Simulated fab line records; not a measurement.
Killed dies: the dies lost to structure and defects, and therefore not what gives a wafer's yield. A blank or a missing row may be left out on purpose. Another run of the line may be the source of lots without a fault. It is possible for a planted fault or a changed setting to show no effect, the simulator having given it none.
fab line records    flow nand_harc
record lots=14  wafers=42  last_day=33
route steps=1302 shown A_CONTACT@1078
lots that met no fault: taken from a fault-free run of the same line
start_h: the number of hours between the record's first day and the start of the first shown wafer of the lot    wait_h: how many hours have passed since the lot's step before this one    " unchanged from the row above    L1.1+2: several wafers, shown together as one row    - value missing, or start not given    * or withheld: withheld    < > ~ a bound
route shown NAME@n: NAME is a module with steps in the file, n the number in the route of the first one    usual: mean/standard deviation of fault-free wafers    same: alike in all rows    chamber/n: place in a boat    sites: each site's reading    _std_site: the standard deviation of these    _edge_site: mean of outer sites minus mean of inner sites    radius_mm: how far each site lies from the wafer's centre    mask NAME#n: copy n    behind: tool/chamber where the wafer was last shaped    hold: what put the lot on hold/how long, in hours/how the hold closed    device: whichever transistor did not switch (one of n, p or np)    end of line: the same wafers' tests at the end of the route    a step given without rows: its recipe and nothing more    killed: at the first sort, the dies lost to defects and structure; wafer yield is something else    map: a wafer's dies, x killed, . not, _ none there
set.NAME: setting as actually run; set.NAME@STEP: the setting as run at that earlier step    model.NAME: the simulator's own value behind a step, which no gauge read
route steps across a sampled set of lots; one table per step, one row per wafer
services: a tool's chamber out of use, with start hour (start_h, from the record's first day; less than 0 if before it), hours out, and reason
## steps
# step NHARC_A_CONTACT_CD_MEAS_08
# recipe target_cd_nm=200  landing_energy_ev=500
# usual cd_nm=199.8/0.68
lot.wafer  tool       chamber  start_h  wait_h  cd_nm
L911.4     cd_sem-02  0        526.75   -       199.7
L911.5     "          0        "        "       198.5
L911.6     "          0        "        "       199.8
L914.2     cd_sem-03  0        529.85   -       199.7
L914.4     "          0        "        "       199.4
L914.5     "          0        "        "       200.0
L915.1     cd_sem-03  0        544.94   -       199.8
L915.4     "          0        "        "       199.6
L915.5     "          0        "        "       199.2
L916.1     cd_sem-01  0        549.88   -       199.8
L916.2     "          0        "        "       199.1
L916.3     "          0        "        "       200.1
L919.1     cd_sem-02  0        585.11   -       198.6
L919.4     "          0        "        "       198.7
L919.6     "          0        "        "       199.5
L918.1     cd_sem-01  0        589.46   -       199.2
L918.5     "          0        "        "       199.7
L918.6     "          0        "        "       199.7
L920.2     cd_sem-03  0        597.06   -       199.5
L920.3     "          0        "        "       199.9
L920.5     "          0        "        "       200.0
L921.2     cd_sem-01  0        637.38   -       198.3
L921.3     "          0        "        "       198.4
L921.6     "          0        "        "       198.7
L924.4     cd_sem-03  0        645.16   -       200.6
L924.5     "          0        "        "       201.2
L924.6     "          0        "        "       201.1
L928.1     cd_sem-02  0        679.42   -       199.8
L928.2     "          0        "        "       200.3
L928.6     "          0        "        "       200.6
L926.2     cd_sem-01  0        682.09   -       200.8
L926.4     "          0        "        "       199.9
L926.6     "          0        "        "       200.5
L929.3     cd_sem-03  0        698.70   -       200.7
L929.4     "          0        "        "       199.1
L929.5     "          0        "        "       200.0
L933.1     cd_sem-02  0        709.23   -       200.8
L933.3     "          0        "        "       200.2
L933.6     "          0        "        "       199.4
L934.3     cd_sem-01  0        742.98   -       200.0
L934.4     "          0        "        "       200.4
L934.6     "          0        "        "       200.3
# step NHARC_A_CONTACT_ETCH_138
# recipe source_w=withheld  pressure_mtorr=20  bias_v=1200  time_s=311  target_depth_a=19140  ar_flow_sccm=withheld  c4f8_flow_sccm=withheld  o2_flow_sccm=withheld  chemistry=C4F8/O2/Ar
lot.wafer  tool             chamber  start_h  wait_h  rf_hours_counter_h
L911.4     har_cap_etch-01  0        529.46   0.2     -
L911.5     "                1        "        "       -
L911.6     "                0        "        "       -
L914.2     har_cap_etch-01  1        532.29   0.2     6
L914.4     "                1        "        "       -
L914.5     "                1        "        "       -
L915.1     har_cap_etch-02  1        547.32   0.2     97
L915.4     "                1        "        "       -
L915.5     "                1        "        "       -
L916.1     har_cap_etch-03  1        552.21   0.2     55
L916.2     "                0        "        "       55
L916.3     "                0        "        "       -
L919.1     har_cap_etch-02  1        587.64   0.2     102
L919.4     "                1        "        "       -
L919.6     "                0        "        "       -
L918.1     har_cap_etch-03  0        591.80   0.2     60
L918.5     "                0        "        "       -
L918.6     "                1        "        "       -
L920.2     har_cap_etch-02  1        599.39   0.2     104
L920.3     "                1        "        "       -
L920.5     "                0        "        "       -
L921.2     har_cap_etch-01  1        639.74   0.2     22
L921.3     "                0        "        "       -
L921.6     "                1        "        "       -
L924.4     har_cap_etch-02  1        647.62   0.2     -
L924.5     "                0        "        "       -
L924.6     "                1        "        "       -
L928.1     har_cap_etch-01  1        681.74   0.2     30
L928.2     "                0        "        "       30
L928.6     "                1        "        "       -
L926.2     har_cap_etch-01  1        684.41   0.2     31
L926.4     "                1        "        "       -
L926.6     "                1        "        "       -
L929.3     har_cap_etch-01  1        701.78   0.2     -
L929.4     "                0        "        "       -
L929.5     "                0        "        "       -
L933.1     har_cap_etch-03  0        711.55   0.2     82
L933.3     "                1        "        "       -
L933.6     "                1        "        "       -
L934.3     har_cap_etch-03  0        745.39   0.2     -
L934.4     "                1        "        "       -
L934.6     "                1        "        "       -
# step NHARC_A_CONTACT_ETCH_98
# recipe target_depth_a=200  over_etch_frac=0.5  time_s=10  ion_energy_ev=250  c4f6_flow_sccm=25  o2_flow_sccm=20  ar_flow_sccm=500  rf_w=600  bias_w=500  chemistry=C4F6/O2
# usual drypump_motor_current_A=5.5/0.54  oes_product_au=0.958/0.019  rf_fwd_power_W=587/3.2  rf_vpp_V=548.0/2.1  showerhead_plenum_p_Torr=3.98/0.094  throttle_valve_pct=26.903/0.0094
lot.wafer  tool         chamber  start_h  wait_h  drypump_motor_current_A  oes_product_au  rf_fwd_power_W  rf_hours_counter_h  rf_vpp_V  showerhead_plenum_p_Torr  throttle_valve_pct
L911.4     rie_diel-02  0        530.30   -       4.9                      0.934           584             39                  548.5     4.05                      26.910
L911.6     "            1        "        "       6.0                      0.920           586             -                   551.3     4.13                      26.913
L911.5     "            2        "        "       5.7                      0.959           587             -                   547.3     3.93                      26.916
L914.2     rie_diel-05  2        533.21   -       5.9                      0.940           592             35                  547.3     3.93                      26.923
L914.4     "            3        "        "       5.8                      0.934           592             29                  547.8     3.97                      26.894
L914.5     "            2        "        "       5.9                      0.938           589             -                   547.3     3.93                      26.899
L915.4     rie_diel-05  0        548.59   -       4.7                      0.984           586             33                  551.7     4.14                      26.911
L915.1     "            1        "        "       4.7                      0.977           586             42                  544.8     3.87                      26.907
L915.5     "            0        "        "       4.7                      0.983           586             -                   550.7     4.14                      26.922
L916.3     rie_diel-02  2        553.19   -       5.7                      0.955           587             53                  546.7     3.93                      26.913
L916.1     "            3        "        "       5.1                      0.932           586             47                  542.2     3.77                      26.896
L916.2     "            0        "        "       4.9                      0.926           585             51                  550.0     4.04                      26.894
L919.1     rie_diel-13  1        588.59   0.1     6.1                      0.958           587             11                  548.9     4.00                      26.891
L919.4     "            2        "        "       6.0                      0.965           589             -                   551.4     4.06                      26.895
L919.6     "            3        "        "       5.2                      0.943           585             -                   548.6     4.00                      26.896
L918.1     rie_diel-13  3        592.77   -       5.2                      0.951           587             11                  548.2     4.00                      26.898
L918.6     "            0        "        "       5.8                      0.950           594             -                   545.1     3.91                      26.899
L918.5     "            1        "        "       6.1                      0.942           585             -                   548.0     4.00                      26.903
L920.3     rie_diel-13  0        600.36   -       5.8                      0.967           591             10                  547.6     3.90                      26.890
L920.2     "            1        "        "       6.1                      0.939           586             12                  550.3     4.00                      26.902
L920.5     "            3        "        "       5.2                      0.956           585             -                   548.5     4.00                      26.909
L921.3     rie_diel-13  3        640.67   -       5.1                      0.970           587             19                  547.9     4.00                      26.886
L921.2     "            0        "        "       5.8                      0.965           590             13                  546.6     3.90                      26.903
L921.6     "            2        "        "       6.0                      0.988           588             -                   550.9     4.05                      26.914
L924.4     rie_diel-13  0        648.45   -       5.8                      0.762           592             13                  545.9     3.90                      26.887
L924.5     "            1        "        "       6.1                      0.945           585             -                   548.6     3.99                      26.894
L924.6     "            2        "        "       6.0                      0.761           590             -                   548.1     4.05                      26.915
L928.1     rie_diel-02  3        682.70   -       5.1                      0.948           584             33                  544.0     3.75                      26.894
L928.2     "            1        "        "       6.0                      0.933           587             33                  550.2     4.09                      26.906
L928.6     "            0        "        "       4.9                      0.957           586             -                   549.8     4.02                      26.893
L926.4     rie_diel-13  0        685.37   -       5.8                      0.750           591             18                  546.0     3.90                      26.887
L926.2     "            1        "        "       6.1                      0.950           583             28                  547.5     3.99                      26.906
L926.6     "            0        "        "       5.8                      0.748           590             -                   546.0     3.90                      26.894
L929.3     rie_diel-05  1        702.75   0.2     4.7                      0.966           585             40                  544.9     3.83                      26.915
L929.4     "            0        "        "       4.7                      0.970           582             -                   551.1     4.11                      26.913
L929.5     "            1        "        "       4.8                      0.972           587             -                   545.2     3.83                      26.904
L933.1     rie_diel-05  0        712.59   -       4.7                      0.962           588             41                  551.8     4.11                      26.912
L933.3     "            1        "        "       4.7                      0.972           582             43                  543.6     3.83                      26.910
L933.6     "            1        "        "       4.8                      0.955           584             -                   546.6     3.83                      26.902
L934.4     rie_diel-02  1        746.31   -       6.1                      0.941           589             53                  549.7     4.08                      26.893
L934.3     "            3        "        "       5.1                      0.946           585             56                  544.0     3.73                      26.893
L934.6     "            1        "        "       6.1                      0.933           587             -                   548.5     4.08                      26.899
# step NHARC_A_CONTACT_ETCH_110
# recipe target_depth_a=600  overetch_a=60  time_s=33  ion_energy_ev=100  cf4_flow_sccm=80  o2_flow_sccm=20  ar_flow_sccm=0  rf_w=300  bias_w=100  chemistry=CF4/O2
# usual drypump_motor_current_A=5.5/0.52  oes_product_au=0.999/0.011  rf_fwd_power_W=295.9/1.7  rf_vpp_V=198.1/1.1  showerhead_plenum_p_Torr=1.35/0.035  throttle_valve_pct=13.397/0.0092
lot.wafer  tool         chamber  start_h  wait_h  drypump_motor_current_A  oes_product_au  rf_fwd_power_W  rf_hours_counter_h  rf_vpp_V  showerhead_plenum_p_Torr  throttle_valve_pct
L911.4     rie_diel-02  2        530.68   0.1     5.7                      0.998           292.0           45                  196.9     1.34                      13.410
L911.5     "            2        "        "       5.7                      1.010           291.3           -                   198.3     1.34                      13.389
L911.6     "            3        "        "       5.1                      0.994           294.6           -                   196.4     1.28                      13.393
L914.4     rie_diel-05  0        533.60   0.1     4.6                      0.991           296.3           26                  199.5     1.42                      13.403
L914.2     "            1        "        "       4.8                      0.979           296.6           35                  197.3     1.31                      13.396
L914.5     "            2        "        "       5.9                      0.993           296.5           -                   198.5     1.34                      13.401
L915.1     rie_diel-13  2        548.97   0.1     6.0                      1.022           296.2           4                   198.6     1.39                      13.367
L915.4     "            3        "        "       5.2                      1.005           294.8           4                   197.2     1.37                      13.414
L915.5     "            0        "        "       5.8                      1.023           298.3           -                   196.1     1.33                      13.393
L916.2     rie_diel-05  0        554.09   0.0     4.7                      0.990           295.6           35                  199.0     1.41                      13.399
L916.1     "            1        "        "       4.7                      0.995           295.0           43                  196.6     1.31                      13.398
L916.3     "            3        "        "       5.7                      0.981           297.6           39                  199.1     1.35                      13.388
L919.1     rie_diel-13  1        589.01   0.1     6.1                      1.013           294.6           11                  197.8     1.36                      13.400
L919.4     "            3        "        "       5.2                      0.998           296.1           -                   198.6     1.36                      13.407
L919.6     "            1        "        "       6.0                      1.004           294.0           -                   198.3     1.36                      13.399
L918.1     rie_diel-13  3        593.15   0.1     5.2                      0.996           295.5           11                  198.2     1.36                      13.413
L918.5     "            1        "        "       6.1                      1.012           293.9           -                   198.2     1.36                      13.403
L918.6     "            2        "        "       6.0                      1.019           297.4           -                   199.0     1.38                      13.400
L920.2     rie_diel-13  2        600.73   0.1     6.0                      1.015           296.1           13                  198.8     1.38                      13.411
L920.3     "            3        "        "       5.1                      0.994           293.2           11                  197.6     1.36                      13.409
L920.5     "            0        "        "       5.8                      1.000           297.4           -                   197.7     1.33                      13.401
L921.2     rie_diel-02  3        641.06   0.1     5.1                      0.996           296.4           24                  196.9     1.27                      13.392
L921.3     "            0        "        "       4.8                      0.987           295.3           23                  200.3     1.37                      13.399
L921.6     "            3        "        "       5.1                      0.995           295.8           -                   195.5     1.27                      13.394
L924.4     rie_diel-13  3        648.82   0.1     5.1                      1.004           296.2           20                  197.6     1.36                      13.414
L924.5     "            1        "        "       6.1                      1.005           293.0           -                   197.7     1.36                      13.404
L924.6     "            2        "        "       6.0                      1.023           297.1           -                   199.0     1.38                      13.399
L928.1     rie_diel-02  0        683.09   0.1     4.9                      1.004           296.4           32                  199.9     1.37                      13.389
L928.2     "            2        "        "       5.7                      0.986           293.4           33                  196.8     1.33                      13.397
L928.6     "            0        "        "       4.9                      1.007           295.9           -                   197.8     1.37                      13.402
L926.4     rie_diel-13  3        685.77   0.1     5.2                      1.001           294.9           27                  199.4     1.36                      13.403
L926.2     "            0        "        "       5.8                      1.003           296.1           18                  198.7     1.33                      13.393
L926.6     "            2        "        "       6.0                      1.008           296.1           -                   199.4     1.38                      13.395
L929.3     rie_diel-02  3        703.19   0.1     5.1                      0.998           294.9           40                  196.3     1.27                      13.397
L929.4     "            1        "        "       6.1                      0.980           295.0           40                  199.5     1.40                      13.395
L929.5     "            3        "        "       5.1                      1.001           295.1           -                   196.2     1.27                      13.393
L933.3     rie_diel-13  0        712.97   0.1     5.8                      1.001           297.8           1                   198.7     1.33                      13.395
L933.1     "            1        "        "       6.0                      0.996           293.9           1                   198.4     1.36                      13.380
L933.6     "            2        "        "       6.0                      1.010           296.4           -                   199.6     1.38                      13.404
L934.4     rie_diel-05  0        746.69   0.1     4.7                      0.988           297.4           48                  199.2     1.40                      13.391
L934.3     "            3        "        "       5.7                      1.007           298.8           54                  197.4     1.34                      13.400
L934.6     "            0        "        "       4.6                      0.999           296.7           -                   198.0     1.40                      13.402
## services
tool             chamber  start_h  hours  kind
rie_diel-13      -        519.17   9.0    pm
rie_diel-13      0        519.17   9.0    vent_cycle
rie_diel-13      1        519.17   9.0    vent_cycle
rie_diel-13      2        519.17   9.0    vent_cycle
rie_diel-13      3        519.17   9.0    vent_cycle
rie_diel-13      0        528.17   -      clean
rie_diel-13      1        528.17   -      clean
rie_diel-13      2        528.17   -      clean
rie_diel-13      3        528.17   -      clean
har_cap_etch-01  -        549.85   1.2    repair
rie_diel-02      -        553.86   0.2    repair
rie_diel-02      -        572.37   9.0    pm
rie_diel-13      0        580.67   9.0    repair
rie_diel-05      -        586.36   9.0    pm
rie_diel-13      2        598.16   1.7    repair
rie_diel-13      0        607.98   22.1   repair
rie_diel-02      2        615.15   3.0    repair
rie_diel-13      3        631.30   3.7    repair
rie_diel-05      0        646.93   4.1    repair
rie_diel-13      0        651.41   12.4   repair
rie_diel-05      2        676.54   28.7   repair
rie_diel-13      -        696.53   9.0    pm
rie_diel-02      0        725.99   1.9    repair
rie_diel-13      2        736.92   2.9    repair
## key
first_sign step=NHARC_A_CONTACT_ETCH_98  reading=oes_product_au  direction=down  sigmas=10  usual=0.958  struck=0.755
effect none on later readings
met_at NHARC_A_CONTACT_ETCH_98
struck_lots L924,L926
struck_wafers L924.4,L924.6,L926.4,L926.6
later_rows_left_out L924.4,L924.6,L926.4,L926.6
sort_left_out L924.4,L924.6,L926.4,L926.6
tester_left_out L924,L926
not_acting_at NHARC_A_CONTACT_CD_MEAS_08,NHARC_A_CONTACT_ETCH_138,NHARC_A_CONTACT_ETCH_110
onset_between 640.67 648.45
fault kind=process_parameter_drift  tool=rie_diel-13  chamber=-  onset_h=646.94  steps=NHARC_A_CONTACT_ETCH_98  channel=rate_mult  offset=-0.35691  shape=step  end_h=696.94  scope=struck_wafers_only
# tester_left_out: of these lots the tester's yield and bins aren't shown, on N5 and GAA mostly nor the transistor test; their killed dies are dies lost to structure and defects alone, not to doping, threshold or leakage, so they don't give the yield
# sort_left_out: the simulated sort isn't trusted on such a fault, so these wafers' sort isn't shown, and their yield isn't known
# later_rows_left_out: the simulator's readings of these wafers behind a module that went badly wrong aren't trusted and aren't shown, but for the sort
